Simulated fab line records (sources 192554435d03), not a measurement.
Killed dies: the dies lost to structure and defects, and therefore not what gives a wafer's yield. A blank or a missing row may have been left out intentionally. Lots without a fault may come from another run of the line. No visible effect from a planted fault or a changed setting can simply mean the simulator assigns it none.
2 desks looking at one fault || flow n5Finfet || numbers are kept per desk, each desk with only its own; the story behind them comes last

THE METROLOGY DESK
What the gauges read, lot by lot, whatever tool the lot ran on: means of the sampled wafers that have a number. A lot is out of limits, marked OUT, if its mean lies more than 4 standard deviations from the usual mean; the brackets give that distance. 7 of its 12 readings are shown, namely those furthest out on some lot.
Columns: A = M0_CORE_OVL at N5_BEOL_M0_SAQP_OVL_MEAS_15, usual -0.3 nm; B = cdNm at N5_BEOL_M0_SAQP_CD_MEAS_25, usual 12.82 nm; C = DIBL_N at N5_BEOL_M4_RC_MEAS_101, usual 36.3 mV/V; D = IOFF_P at N5_BEOL_M4_RC_MEAS_101, usual 0.21 nA/um; E = ION_P at N5_BEOL_M4_RC_MEAS_101, usual 461 uA/um; F = SS_P at N5_BEOL_M4_RC_MEAS_101, usual 73.3 mV/dec; G = VT_P at N5_BEOL_M4_RC_MEAS_101, usual -251 mV
{"lot": "L464", "first seen here": "day 5 15:16", "A": 0.7, "B": 13.05, "C": 37.2, "D": 0.22, "E": 466, "F": 73.7, "G": -253}
{"lot": "L465", "first seen here": "day 5 21:16", "A": -0.7, "B": 12.84, "C": 34.2, "D": 0.17, "E": 452, "F": 73.1, "G": -252}
{"lot": "L467", "first seen here": "day 6 13:29", "A": 1.1, "B": 12.86, "C": 37.9, "D": 0.26, "E": 467, "F": 74.1, "G": -246}
{"lot": "L470", "first seen here": "day 7 06:04", "A": -0.5, "B": 12.75, "C": 35.4, "D": 0.17, "E": 451, "F": 72.5, "G": -255}
{"lot": "L476", "first seen here": "day 8 16:02", "A": 0.1, "B": 12.97, "C": 37.0, "D": 0.18, "E": 450, "F": 73.2, "G": -256}
{"lot": "L481", "first seen here": "day 9 23:09", "A": -0.3, "B": 12.54, "C": 37.6, "D": 0.22, "E": 463, "F": 73.4, "G": -252}
{"lot": "L482", "first seen here": "day 10 06:56", "A": -0.8, "B": 12.90, "C": 36.1, "D": 0.19, "E": 458, "F": 73.4, "G": -251}
{"lot": "L483", "first seen here": "day 10 09:56", "A": 0.3, "B": 12.72, "C": 35.8, "D": 0.16, "E": 453, "F": 73.0, "G": -259}
{"lot": "L484", "first seen here": "day 10 13:40", "A": -1.0, "B": 13.12, "C": 37.5, "D": 0.20, "E": 459, "F": 73.5, "G": -254}
{"lot": "L485", "first seen here": "day 10 21:12", "A": -0.8, "B": 12.93, "C": 36.1, "D": 0.17, "E": 458, "F": 72.4, "G": -254}
This desk found nothing out of limits on any of the 10 lots.

DESK OF THE TOOL OWNER: rieDiel-05
The tool's own readings at N5_BEOL_M0_SAQP_ETCH_101 (etches SiNx in CH3F/O2, target depth 29.9 nm, time 42.7 s): means of the sampled wafers that have a number, for each lot that ran on this tool. A lot is out of limits, marked OUT, if its mean lies more than 4 standard deviations from the usual mean; the brackets give that distance.
Columns: A = drypumpMotorCurrentA at N5_BEOL_M0_SAQP_ETCH_101, usual 5.7 A; B = oesProductAu at N5_BEOL_M0_SAQP_ETCH_101, usual 0.78 a.u.; C = rfFwdPowerW at N5_BEOL_M0_SAQP_ETCH_101, usual 392.7 W; D = rfVppV at N5_BEOL_M0_SAQP_ETCH_101, usual 296 V; E = showerheadPlenumPTorr at N5_BEOL_M0_SAQP_ETCH_101, usual 2.00 Torr; F = throttleValvePct at N5_BEOL_M0_SAQP_ETCH_101, usual 16.27 %
{"lot": "L465", "first seen here": "day 5 22:55", "A": 6.2, "B": 0.80, "C": 393.4, "D": 292, "E": 1.98, "F": 16.07}
{"lot": "L467", "first seen here": "day 6 15:08", "A": 6.4, "B": 0.79, "C": 392.3, "D": 300, "E": 2.08, "F": 15.94}
{"lot": "L470", "first seen here": "day 7 07:58", "A": 6.0, "B": 0.77, "C": 394.2, "D": 298, "E": 2.09, "F": 16.07}
{"lot": "L484", "first seen here": "day 10 16:06", "A": 5.8, "B": 0.78, "C": 392.4, "D": 290, "E": 1.97, "F": 16.20}
This desk found nothing out of limits on any of the 4 lots.

BROUGHT TOGETHER
At the metrology desk, nothing out of limits was observed.
Nothing out of limits was seen by the tool owner's desk.

WHAT THE SIMULATOR HAD PUT IN
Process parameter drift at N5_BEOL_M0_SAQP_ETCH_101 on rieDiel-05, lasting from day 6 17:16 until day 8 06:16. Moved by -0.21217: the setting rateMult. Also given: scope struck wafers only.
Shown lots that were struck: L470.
